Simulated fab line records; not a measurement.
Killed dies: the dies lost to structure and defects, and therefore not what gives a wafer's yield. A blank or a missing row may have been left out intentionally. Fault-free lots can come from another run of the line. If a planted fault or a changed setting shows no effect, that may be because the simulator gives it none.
fab line records	flow n5Finfet
record lots=5	wafers=15	lastDay=19
route steps=1938 shown SD_EPI_P@309 SD_ACTIVATION@330 ILD0@335 SDB@347 MOL_CONTACT_COAG@538 BEOL_M4@1111
lots that met no fault: taken from a fault-free run of the same line
startH: hours from the record's opening day to when the first of the lot's shown wafers began	waitH: hours elapsed since this lot's preceding step	" identical to the entry in the row above	L1.1+2: several wafers, shown together as one row	- no value present, or no start provided	* or withheld: withheld	< > ~ a bound
route shown NAME@n: names a module that has steps shown in the file, with the first one's number in the route	usual: mean and standard deviation over wafers with no fault	same: alike in all rows	chamber/n: place in a boat	sites: readings site by site	_std_site: their standard deviation	_edge_site: mean of outer sites minus mean of inner sites	radiusMm: how far each site lies from the wafer's centre	mask NAME#n: copy n	behind: the last tool/chamber to shape the wafer	hold: cause of the lot's hold/its duration in hours/its outcome	device: whichever transistor did not switch (one of n, p or np)	end of line: at the end of the route, the tests of the same wafers	a step without rows: its recipe alone	killed: count of dies lost to structure and defects at first sort (not the wafer's yield)	map: per-die view of a wafer (x killed, . not killed, _ where there is no die)
set.NAME: the setting the step ran with; set.NAME@STEP: the setting that earlier step ran with	model.NAME: the simulator's own value behind a step, which no gauge read
lots at some steps of the route; a table a step, a row a wafer
services: the hour from which a tool's chamber was out of use, counted from the record's first day as startH (under 0 if before that day), plus the number of hours and why
## steps
# step N5_SD_EPI_P_STRIP_38
# recipe chemistry=N2/H2	tempC=40	n2FlowSccm=200	h2FlowSccm=200	rfFrequencyHz=6e+07
# step N5_SD_EPI_P_ETCHBACK_46
# recipe chemistry=CH3F/O2	mode=anisotropicEtchback	target=SiNx	targetDepthA=175	stopOn=SiO2	overEtchFrac=0.3	ionEnergyEv=120	pressureMtorr=30	sourceW=395	biasW=73	Ar_flow_sccm=150	CH3F_flow_sccm=30	O2_flow_sccm=20
# step N5_SD_EPI_P_ETCH_47
# recipe chemistry=CH3F/O2	target=SiOCN	targetDepthA=250	maskMaterial=SOC	ionEnergyEv=60	biasW=29	pressureMtorr=30	sourceW=410	Ar_flow_sccm=150	CH3F_flow_sccm=30	O2_flow_sccm=20
# usual drypumpMotorCurrentA=5.7/0.67	oesProductAu=0.79/0.091	rfVppV=127.9/1.5	showerheadPlenumPTorr=2.00/0.061	throttleValvePct=16.33/0.2
lot.wafer	tool	chamber	startH	waitH	drypumpMotorCurrentA	oesProductAu	rfHoursCounterH	rfVppV	showerheadPlenumPTorr	throttleValvePct
L696.1	rieDiel-01	0	138.43	0.1	5.4	0.86	55	126.9	2.04	16.13
L696.4	"	0	"	"	5.4	0.86	-	126.6	2.04	16.13
L696.6	"	1	"	"	6.8	0.85	-	125.8	2.03	16.18
L697.1	rieDiel-01	0	146.00	0.1	5.4	0.86	56	128.9	2.04	16.13
L697.5	"	2	"	"	4.9	0.77	-	127.2	1.93	16.35
L697.6	"	1	"	"	6.7	0.83	-	125.3	2.03	16.18
L701.1	rieDiel-06	2	169.91	0.1	6.6	0.98	5	129.7	2.05	16.24
L701.3	"	3	"	"	5.1	0.71	199	128.6	1.90	16.67
L701.5	"	0	"	"	6.3	0.93	-	128.9	2.05	16.03
L704.2	rieDiel-04	0	189.33	0.1	5.3	0.94	19	129.7	2.13	16.08
L704.5	"	0	"	"	5.3	0.95	-	128.5	2.13	16.07
L704.6	"	3	"	"	5.8	0.89	-	129.8	2.03	16.08
L705.1	rieDiel-01	0	192.73	0.1	5.5	0.83	71	126.1	2.03	16.15
L705.4	"	3	"	"	5.4	0.94	5	126.7	1.97	15.93
L705.6	"	2	"	"	4.9	0.76	-	128.4	1.93	16.36
# step N5_SD_EPI_P_ETCH_16
# recipe chemistry=CHF3/O2	target=SiO2	targetDepthA=50	maskMaterial=SOC	pressureMtorr=30	sourceW=650	biasW=170	Ar_flow_sccm=200	CHF3_flow_sccm=50	O2_flow_sccm=5	ionEnergyEv=200
# step N5_SD_EPI_P_STRIP_50
# recipe chemistry=CHF3/O2	resist=SiARC	rfFrequencyHz=6e+07
# step N5_SD_EPI_P_SD_RECESS_17
# recipe chemistry=HBr/Cl2/O2	targetDepthA=391	btTimeS=3	pressureMtorr=10	icpW=800	biasW=112	HBr_flow_sccm=150	Cl2_flow_sccm=80	O2_flow_sccm=12
# usual drypumpMotorCurrentA=6.0/0.36	oesProductAu=0.995/0.0092	throttleValvePct=36.99/0.24
lot.wafer	tool	chamber	startH	waitH	drypumpMotorCurrentA	oesProductAu	rfHoursCounterH	throttleValvePct
L696.1	rieSi-03	3	138.60	0.0	5.3	0.993	93	36.67
L696.4	"	0	"	"	6.0	1.002	192	36.89
L696.6	"	2	"	"	5.8	0.991	-	36.96
L697.1	rieSi-02	0	146.17	0.0	6.0	1.002	4	37.01
L697.5	"	2	"	"	6.7	0.988	-	36.94
L697.6	"	1	"	"	5.5	0.977	-	36.91
L701.1	rieSi-03	1	170.08	0.0	6.3	0.979	121	36.68
L701.3	"	2	"	"	5.8	0.983	52	36.95
L701.5	"	3	"	"	5.3	0.989	-	36.66
L704.2	rieSi-01	1	189.50	0.0	5.8	0.987	167	36.82
L704.5	"	2	"	"	6.2	1.010	-	36.90
L704.6	"	1	"	"	5.8	0.991	-	36.80
L705.1	rieSi-02	1	192.90	0.0	5.5	0.996	150	36.90
L705.4	"	3	"	"	6.5	1.009	107	37.54
L705.6	"	1	"	"	5.5	0.989	-	36.90
# step N5_SD_EPI_P_WET_ETCH_45
# recipe chemistry=dHF	dilution=withheld	timeS=10.7	target=SiO2	targetDepthA=20	tempC=25	dry=ipaMarangoni	rinseTimeS=30	rinseTempC=23
# step N5_SD_EPI_P_STRIP_40
# recipe chemistry=N2/H2	powerW=1000	tempC=250	h2Frac=0.65	overashFraction=0.3	pressureMtorr=withheld	n2FlowSccm=1750	h2FlowSccm=3250
# step N5_SD_EPI_P_PRECLEAN_52
# recipe chemistry=O3/DIW	timeS=60	tempC=22	o3Ppm=10
# step N5_SD_EPI_P_SRD_20
# recipe dry=ipaMarangoni	doPpb=5	timeS=30	tempC=23	rinseLiquid=diw
# step N5_SD_EPI_P_PRECLEAN_51
# recipe chemistry=NF3:NH3	afsCycles=1	tempC=30	timeS=20	sublimationTempC=180	sublimationTimeS=60	pressureTorr=3	rfPowerW=30
# step N5_SD_EPI_P_VAPOR_ETCH_44
# recipe chemistry=NF3/Ar	target=SiGe30	tempC=25	timeS=3.3	mode=isotropic
# step N5_SD_EPI_P_EPI_21
# recipe material=SiGe:B	dopant=B	tempC=550	pressureTorr=20	ambient=H2	timeS=355
lot.wafer	tool	chamber	startH	waitH	model.SiGe-B_of_SD_EPI_P_EPI_21.thkNm
L696.1+4	epiRpcvd-02	0	139.26	0.1	60.2
L696.6	"	0	141.06	1.8	60.4
L697.1	epiRpcvd-04	0	146.93	0.1	60.6
L697.5	"	0	148.37	1.5	60.2
L697.6	"	0	"	"	60.4
L701.1	epiRpcvd-02	0	170.75	0.1	60.8
L701.3	"	0	"	"	59.8
L701.5	"	0	"	"	60.4
L704.2	epiRpcvd-03	0	190.52	0.5	61.4
L704.5	"	0	191.60	1.5	61
L704.6	"	0	"	"	61.6
L705.1+4	epiRpcvd-04	0	193.57	0.1	61.4
L705.6	"	0	195.37	1.8	62.8
# step N5_SD_EPI_P_EPI_MEAS_23
# recipe mode=xrd
# usual thkNm=61.0/1.3
lot.wafer	tool	chamber	startH	waitH	thkNm
L696.1	filmMetro-01	-	141.47	1.9	60.4
L696.4	"	-	"	"	59.2
L696.6	"	-	"	"	61.8
L697.1	filmMetro-02	-	149.13	1.8	58.7
L697.5	"	-	"	"	60.5
L697.6	"	-	"	"	60.0
L701.1	filmMetro-01	-	172.96	1.9	60.3
L701.3	"	-	"	"	60.2
L701.5	"	-	"	"	59.5
L704.2	filmMetro-02	-	192.35	1.5	61.8
L704.5	"	-	"	"	62.4
L704.6	"	-	"	"	61.3
L705.1	filmMetro-02	-	195.77	1.8	62.2
L705.4	"	-	"	"	61.0
L705.6	"	-	"	"	63.1
# step N5_SD_EPI_P_HM_STRIP_48
# recipe chemistry=H3PO4	tempC=160	material=SiNx	target=SiNx	targetDepthA=30	overetchFraction=0.3
# step N5_SD_EPI_P_SRD_49
# recipe dry=ipaMarangoni	timeS=30	tempC=23	rinseLiquid=diw
# step N5_SD_EPI_P_PRECLEAN_24
# recipe chemistry=O3/DIW	timeS=45	tempC=22	o3Ppm=10
# step N5_SD_EPI_P_PRECLEAN_32
# recipe chemistry=dHF	timeS=10	dilution=500:1	tempC=25
# step N5_SD_EPI_P_PRECLEAN_33
# recipe chemistry=SC2	timeS=45	tempC=35	mix=1:1:50
# step N5_SD_EPI_P_SRD_25
# recipe timeS=30	tempC=23	rinseLiquid=diw	dry=ipaMarangoni
# step N5_SD_EPI_P_INSPECT_26
# recipe inspectInstrument=darkfield	mode=postEpi
# usual rawDefectCount=170/41
lot.wafer	tool	chamber	startH	waitH	rawDefectCount
L696.1	defectInspect-02	-	141.65	0.0	170
L696.4	"	-	"	"	159
L696.6	"	-	"	"	166
L697.1	defectInspect-02	-	149.30	0.0	135
L697.5	"	-	"	"	128
L697.6	"	-	"	"	215
L701.1	defectInspect-01	-	173.16	0.0	126
L701.3	"	-	"	"	218
L701.5	"	-	"	"	135
L704.2	defectInspect-01	-	192.53	0.0	189
L704.5	"	-	"	"	194
L704.6	"	-	"	"	142
L705.1	defectInspect-01	-	195.95	0.0	192
L705.4	"	-	"	"	211
L705.6	"	-	"	"	161
# step N5_SD_ACTIVATION_RTA_00
# recipe tempC=975	timeS=0	ambient=N2	idleTempC=600	rampUpCPerS=150	rampDownCPerS=60	coolToC=600
# usual lampPowerPct=8.95/0.051	lamp_zone_3_pct=8.952/0.024	wafer_temp_C_max=975.0/2
lot.wafer	tool	chamber	startH	waitH	lampPowerPct	lamp_zone_3_pct	wafer_temp_C_max
L696.1	rtpAnneal-01	0	141.71	0.1	8.90	8.950	978.7
L696.4	"	0	"	"	8.90	8.955	974.1
L696.6	"	0	"	"	8.90	8.988	974.5
L697.1	rtpAnneal-01	0	149.33	0.0	8.96	8.993	973.4
L697.5	"	0	"	"	8.94	8.964	971.7
L697.6	"	0	"	"	8.99	8.911	975.9
L701.1	rtpAnneal-02	0	173.23	0.1	8.97	8.942	973.7
L701.3	"	0	"	"	8.83	8.948	975.6
L701.5	"	0	"	"	8.96	8.956	973.7
L704.2	rtpAnneal-02	0	192.58	0.1	8.94	8.944	975.9
L704.5	"	0	"	"	8.98	8.942	975.1
L704.6	"	0	"	"	8.91	8.953	976.5
L705.1	rtpAnneal-01	0	195.97	0.0	8.93	8.912	977.3
L705.4	"	0	"	"	8.91	8.968	977.0
L705.6	"	0	"	"	8.98	8.987	974.7
# step N5_SD_ACTIVATION_LSA_01
# recipe tempC=1080	timeS=0.0008	ambient=N2
# step N5_SD_ACTIVATION_RS_MEAS_03
# recipe thkMeasGauge=four-point-probe
# usual RS_SD_N=21.92/0.29	RS_SD_P=55.9/0.8
lot.wafer	tool	chamber	startH	waitH	RS_SD_N[ohm/sq]	RS_SD_P[ohm/sq]
L696.1	filmMetro-01	-	142.13	0.2	22.61	56.3
L696.4	"	-	"	"	22.51	56.8
L696.6	"	-	"	"	22.62	56.2
L697.1	filmMetro-02	-	149.74	0.2	21.59	57.1
L697.5	"	-	"	"	21.49	57.5
L697.6	"	-	"	"	21.77	57.0
L701.1	filmMetro-01	-	173.66	0.2	22.54	55.9
L701.3	"	-	"	"	22.16	56.7
L701.5	"	-	"	"	21.88	55.5
L704.2	filmMetro-01	-	192.98	0.2	22.15	55.7
L704.5	"	-	"	"	22.24	55.7
L704.6	"	-	"	"	22.73	55.2
L705.1	filmMetro-02	-	196.38	0.2	22.05	55.9
L705.4	"	-	"	"	21.58	56.3
L705.6	"	-	"	"	21.94	54.8
# step N5_SD_ACTIVATION_INSPECT_02
# recipe inspectInstrument=darkfield	mode=postAnneal
# usual rawDefectCount=171/40
lot.wafer	tool	chamber	startH	waitH	rawDefectCount
L696.1	defectInspect-02	-	142.45	0.2	171
L696.4	"	-	"	"	167
L696.6	"	-	"	"	171
L697.1	defectInspect-01	-	150.06	0.2	117
L697.5	"	-	"	"	122
L697.6	"	-	"	"	195
L701.1	defectInspect-02	-	173.98	0.2	151
L701.3	"	-	"	"	260
L701.5	"	-	"	"	172
L704.2	defectInspect-01	-	193.29	0.2	183
L704.5	"	-	"	"	192
L704.6	"	-	"	"	131
L705.1	defectInspect-01	-	196.70	0.2	198
L705.4	"	-	"	"	227
L705.6	"	-	"	"	160
# step N5_ILD0_LINER_00
# recipe material=SiNx	targetThkA=40	tempC=400	aldPrecursorFamily=SiH2I2	aldCoReactant=N2/H2-plasma	pulseTimeS=1	purgeTimeS=2	coReactantPurgeTimeS=2	aldCycles=80	pressureTorr=2
# step N5_ILD0_FCVD_FILL_01
# recipe material=SiO2_flowable	targetThkA=2000	tempC=100	pressureTorr=0.8	rfW=2000	timeS=328.3
# step N5_ILD0_CURE_02
# recipe tempC=450	timeS=1800	ambient=steam	idleTempC=400	rampUpCPerMin=5	rampDownCPerMin=3	densificationPH2oTorr=640
# step N5_ILD0_CMP_03
# recipe stopOn=SiNx	tOverpolishS=1.9	postCmpClean=alkalineBrush	downForcePsi=4.1491	platenRpm=51.796	padVelocityMS=1.0306	targetThkNm=197.38
# step N5_ILD0_THK_MEAS_04
# usual thkNm=197.5/0.96
lot.wafer	tool	chamber	startH	waitH	thkNm
L696.1	filmMetro-02	-	145.15	-	197.8
L696.4	"	-	"	"	197.2
L696.6	"	-	"	"	198.7
L697.1	filmMetro-02	-	152.75	-	196.7
L697.5	"	-	"	"	197.1
L697.6	"	-	"	"	196.7
L701.1	filmMetro-02	-	176.86	-	196.6
L701.3	"	-	"	"	197.8
L701.5	"	-	"	"	195.7
L704.2	filmMetro-01	-	196.80	-	198.5
L704.5	"	-	"	"	197.9
L704.6	"	-	"	"	197.6
L705.1	filmMetro-02	-	199.41	-	198.0
L705.4	"	-	"	"	197.7
L705.6	"	-	"	"	197.2
# step N5_ILD0_CMP_07
# recipe stopOn=poly-Si	material=SiO2_flowable	tOverpolishS=1.18	postCmpClean=alkalineBrush	downForcePsi=4.1491	platenRpm=51.796	padVelocityMS=1.0306	targetThkNm=138.88
# step N5_ILD0_THK_MEAS_08
# usual thkNm=139.2/0.9
lot.wafer	tool	chamber	startH	waitH	thkNm
L696.1	filmMetro-01	-	145.47	-	138.7
L696.4	"	-	"	"	140.7
L696.6	"	-	"	"	139.9
L697.1	filmMetro-01	-	153.14	-	140.8
L697.5	"	-	"	"	139.8
L697.6	"	-	"	"	140.1
L701.1	filmMetro-01	-	177.19	-	138.7
L701.3	"	-	"	"	139.7
L701.5	"	-	"	"	138.0
L704.2	filmMetro-01	-	197.13	-	137.4
L704.5	"	-	"	"	137.5
L704.6	"	-	"	"	137.6
L705.1	filmMetro-02	-	199.73	-	140.3
L705.4	"	-	"	"	139.2
L705.6	"	-	"	"	139.1
# step N5_ILD0_PRECLEAN_10
# recipe chemistry=NF3:NH3	afsCycles=5	timeS=20	tempC=30	sublimationTempC=180	sublimationTimeS=60	pressureTorr=3	rfPowerW=30
# step N5_ILD0_ALD_15
# recipe material=SiNx	targetThkA=240	tempC=400	aldPrecursorFamily=SiH2I2	aldCoReactant=N2/H2-plasma	pulseTimeS=1	aldCycles=480	purgeTimeS=2	coReactantPurgeTimeS=2	pressureTorr=2
# step N5_ILD0_CMP_12
# recipe stopOn=poly-Si	material=SiNx	tOverpolishS=6	postCmpClean=alkalineBrush	downForcePsi=2.5	platenRpm=51.8	padVelocityMS=1.0307	targetThkNm=17.67
# usual motorCurrentA=9.1/0.66	overpolishRunS=5.999/0.0087	padLifeWafers=1084/540	timeToEndpointS=30.3/2
lot.wafer	tool	chamber	startH	waitH	motorCurrentA	overpolishRunS	padLifeWafers	timeToEndpointS
L696.1	cmp-02	0	148.39	1.1	9.4	6.017	984	25.1
L696.4	"	3	"	"	8.5	5.991	987	28.8
L696.6	"	0	"	"	8.9	5.997	-	27.2
L697.1	cmp-03	0	156.18	1.2	8.9	6.005	1767	28.9
L697.6	"	1	"	"	8.2	6.000	-	30.0
L697.5	"	2	"	"	10.0	6.006	-	29.3
L701.1	cmp-03	1	180.18	1.2	8.0	6.005	1964	32.7
L701.3	"	2	"	"	10.3	6.004	1965	33.1
L701.5	"	0	"	"	8.7	5.998	-	31.4
L704.2	cmp-01	0	200.05	1.1	9.2	6.002	1374	33.6
L704.5	"	0	"	"	9.5	5.995	-	34.7
L704.6	"	1	"	"	9.8	6.000	-	32.5
L705.1	cmp-02	0	202.69	1.2	9.2	5.990	1357	29.2
L705.4	"	1	"	"	8.3	5.987	1358	25.7
L705.6	"	0	"	"	9.2	6.010	-	26.0
# step N5_ILD0_THK_MEAS_13
# usual thkNm=18.2/0.98
lot.wafer	tool	chamber	startH	waitH	thkNm
L696.1	filmMetro-02	-	148.69	-	16.1
L696.4	"	-	"	"	17.8
L696.6	"	-	"	"	16.2
L697.1	filmMetro-02	-	156.36	-	18.4
L697.5	"	-	"	"	19.0
L697.6	"	-	"	"	19.1
L701.1	filmMetro-02	-	180.40	-	18.5
L701.3	"	-	"	"	19.3
L701.5	"	-	"	"	19.1
L704.2	filmMetro-02	-	200.34	-	19.3
L704.5	"	-	"	"	19.9
L704.6	"	-	"	"	18.1
L705.1	filmMetro-01	-	202.94	-	16.2
L705.4	"	-	"	"	17.1
L705.6	"	-	"	"	16.0
# step N5_ILD0_INSPECT_06
# recipe inspectInstrument=darkfield	mode=postCmp
# usual rawDefectCount=38/15
lot.wafer	tool	chamber	startH	waitH	rawDefectCount
L696.1	defectInspect-01	-	148.71	0.0	28
L696.4	"	-	"	"	36
L696.6	"	-	"	"	26
L697.1	defectInspect-02	-	156.38	0.0	11
L697.5	"	-	"	"	31
L697.6	"	-	"	"	7
L701.1	defectInspect-02	-	180.43	0.0	28
L701.3	"	-	"	"	44
L701.5	"	-	"	"	36
L704.2	defectInspect-01	-	200.37	0.0	34
L704.5	"	-	"	"	44
L704.6	"	-	"	"	49
L705.1	defectInspect-01	-	202.97	0.0	53
L705.4	"	-	"	"	27
L705.6	"	-	"	"	47
# step N5_SDB_HM_DEP_00
# recipe material=SiNx	targetThkA=400	tempC=400	precursor=SiH4/NH3/N2	pressureTorr=1.5	rfW=300	timeS=35.3
# usual heaterPowerW=806/130	showerheadPlenumPTorr=5.17/0.078	throttleValvePct=40.9/1.8
lot.wafer	tool	chamber	startH	waitH	heaterPowerW	showerheadPlenumPTorr	throttleValvePct
L696.1	pecvd-02	1	148.75	0.0	957	5.17	38.6
L696.4	"	1	"	"	948	5.17	38.9
L696.6	"	2	"	"	739	5.16	40.6
L697.1	pecvd-01	2	156.42	0.0	1064	5.30	41.6
L697.5	"	2	"	"	1080	5.31	41.4
L697.6	"	0	"	"	939	5.21	41.2
L701.1	pecvd-02	0	180.46	0.0	742	5.11	39.1
L701.3	"	2	"	"	727	5.15	40.5
L701.5	"	2	"	"	738	5.15	40.3
L704.2	pecvd-01	2	200.40	0.0	1048	5.30	41.5
L704.5	"	0	"	"	769	5.21	41.4
L704.6	"	1	"	"	714	5.15	44.1
L705.1	pecvd-01	1	203.01	0.0	703	5.14	44.1
L705.4	"	0	"	"	819	5.21	41.6
L705.6	"	2	"	"	945	5.30	41.9
# step N5_SDB_COAT_03
# recipe resist=SOC	tempC=250	timeS=60	spinRpm=1500	resistThkNm=100
# step N5_SDB_COAT_04
# recipe resist=SiARC	tempC=220	timeS=60	spinRpm=1500	resistThkNm=18
# step N5_SDB_COAT_05
# recipe resist=CAR-ArF	spinRpm=1500	resistThkNm=90
# step N5_MOL_CONTACT_COAG_ETCH_110
# recipe chemistry=CF4/O2	target=Si	targetDepthA=25	timeS=8	pressureMtorr=100	sourceW=200	biasW=12	ionEnergyEv=60	Ar_flow_sccm=100	cf4FlowSccm=100	O2_flow_sccm=10
# usual drypumpMotorCurrentA=5.8/0.53	oesProductAu=0.79/0.078	rfVppV=128.2/1.8	showerheadPlenumPTorr=2.27/0.07	throttleValvePct=10.73/0.21
lot.wafer	tool	chamber	startH	waitH	drypumpMotorCurrentA	oesProductAu	rfHoursCounterH	rfVppV	showerheadPlenumPTorr	throttleValvePct	model.SiGe-B_of_SD_EPI_P_EPI_21.thkNm
L696.1	rieDiel-02	3	171.41	0.0	5.8	0.84	90	130.3	2.34	10.81	57.2
L696.4	"	2	"	"	6.1	0.70	246	126.2	2.11	11.20	57.4
L696.6	"	3	"	"	5.8	0.84	-	129.1	2.34	10.78	57.4
L697.1	rieDiel-05	0	179.13	0.0	5.7	0.75	130	128.8	2.32	10.88	57.6
L697.5	"	3	"	"	6.4	0.73	-	127.6	2.30	11.01	57.4
L697.6	"	2	"	"	5.9	0.70	-	126.7	2.29	10.79	57.6
L701.1	rieDiel-03	3	203.14	0.0	6.1	0.76	165	124.6	2.22	10.86	58
L701.3	"	1	"	"	6.7	0.73	185	126.7	2.29	10.61	57
L701.5	"	3	"	"	6.1	0.76	-	125.9	2.22	10.85	57.4
L704.2	rieDiel-02	3	223.63	0.0	5.8	0.82	107	128.8	2.33	10.85	58.4
L704.5	"	1	"	"	5.0	0.85	-	126.8	2.17	10.54	58.2
L704.6	"	2	"	"	6.1	0.93	-	128.7	2.36	10.50	58.6
L705.1	rieDiel-05	2	225.50	0.0	5.9	0.69	246	129.3	2.28	10.84	58.4
L705.4	"	1	"	"	4.9	0.85	-	126.0	2.16	10.50	58.4
L705.6	"	3	"	"	6.4	0.71	-	128.7	2.29	11.05	59.8
# step N5_BEOL_M4_RC_MEAS_101
# usual DIBL_N=36.4/1.4	DIBL_P=36.4/1.5	IOFF_N=0.156/0.022	IOFF_P=0.210/0.023	ION_N=675/9.1	ION_P=463/5.7	SS_N=71.6/0.45	SS_P=73.3/0.56	VT_N=250/3.1	VT_P=-250.3/2.3
lot.wafer	tool	chamber	startH	waitH	DIBL_N[mV/V]	DIBL_P[mV/V]	IOFF_N[nA/um]	IOFF_P[nA/um]	ION_N[uA/um]	ION_P[uA/um]	SS_N[mV/dec]	SS_P[mV/dec]	VT_N[mV]	VT_P[mV]
L696.1	prober-02	0	278.02	0.0	36.2	38.0	0.166	0.225	677	464	72.2	74.2	247	-250.1
L696.4	"	0	"	"	35.5	36.9	0.153	0.211	662	456	71.9	73.0	250	-253.2
L696.6	"	0	"	"	35.5	36.2	0.135	0.196	669	458	71.6	73.6	254	-253.3
L697.1	prober-01	0	280.13	0.0	36.7	35.5	0.161	0.218	686	464	71.5	72.3	249	-247.8
L697.5	"	0	"	"	37.9	36.2	0.184	0.224	684	465	71.9	72.6	247	-251.5
L697.6	"	0	"	"	37.6	36.7	0.178	0.236	695	468	71.3	73.4	246	-247.0
L701.1	prober-02	0	310.96	0.0	34.6	35.7	0.124	0.189	660	465	71.1	72.1	249	-249.2
L701.3	"	0	"	"	34.8	36.3	0.135	0.187	667	463	71.1	72.6	253	-251.5
L701.5	"	0	"	"	34.5	35.2	0.127	0.180	671	460	71.5	72.2	252	-251.7
L704.2	prober-02	0	327.85	0.2	36.4	37.5	0.167	0.238	683	474	72.1	73.0	249	-248.2
L704.5	"	0	"	"	36.3	37.1	0.158	0.233	688	475	71.7	72.9	250	-246.6
L704.6	"	0	"	"	37.8	37.9	0.193	0.260	685	473	71.9	73.3	245	-248.3
L705.1	prober-02	0	342.18	0.0	34.4	34.2	0.117	0.185	655	450	71.2	72.3	256	-249.0
L705.4	"	0	"	"	34.6	35.9	0.135	0.201	662	464	71.7	73.5	251	-250.3
L705.6	"	0	"	"	35.1	35.5	0.128	0.203	657	465	71.3	73.3	256	-250.1
## services
tool	chamber	startH	hours	kind
rieDiel-06	2	114.51	5.9	repair
rieDiel-06	-	116.53	12.6	repair
epiRpcvd-03	-	117.13	2.7	repair
cmp-02	-	124.05	1.7	repair
rieDiel-02	3	127.94	2.0	repair
cmp-03	-	134.35	1.1	repair
pecvd-02	-	149.75	5.7	repair
cmp-02	-	152.69	6.7	pm
epiRpcvd-03	-	158.25	6.0	pm
cmp-02	-	161.78	1.0	repair
cmp-03	-	164.44	0.8	repair
rieSi-03	0	169.96	4.0	repair
cmp-03	-	177.97	0.9	repair
cmp-02	-	178.59	2.0	repair
cmp-02	-	187.59	1.3	repair
rieDiel-05	3	191.40	1.4	repair
cmp-03	-	191.59	4.0	pm
rieDiel-01	0	196.72	1.8	repair
rieDiel-01	1	196.83	5.2	repair
cmp-03	-	207.61	4.0	pm
rieSi-02	1	212.05	2.2	repair
cmp-02	-	216.19	1.5	repair
epiRpcvd-02	-	221.61	4.3	pm
rieSi-03	1	223.40	4.2	repair
## key
firstSign none at tools or gauges
modelEffect step=N5_SD_EPI_P_EPI_21	value=SiGe-B_of_SD_EPI_P_EPI_21.thkNm	without=60.6	struck=62.8
modelEffect step=N5_MOL_CONTACT_COAG_ETCH_110	value=SiGe-B_of_SD_EPI_P_EPI_21.thkNm	without=57.8	struck=59.8
metAt N5_SD_EPI_P_EPI_21
struckWafers L705.6
onsetBetween 146.93 193.57
fault kind=processParameterDrift	tool=epiRpcvd-04	chamber=-	onsetH=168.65	steps=N5_SD_EPI_P_EPI_21	channel=timeS	offset=*	shape=step	endH=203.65	scope=struckWafersOnly	actsIn=*	stated=*
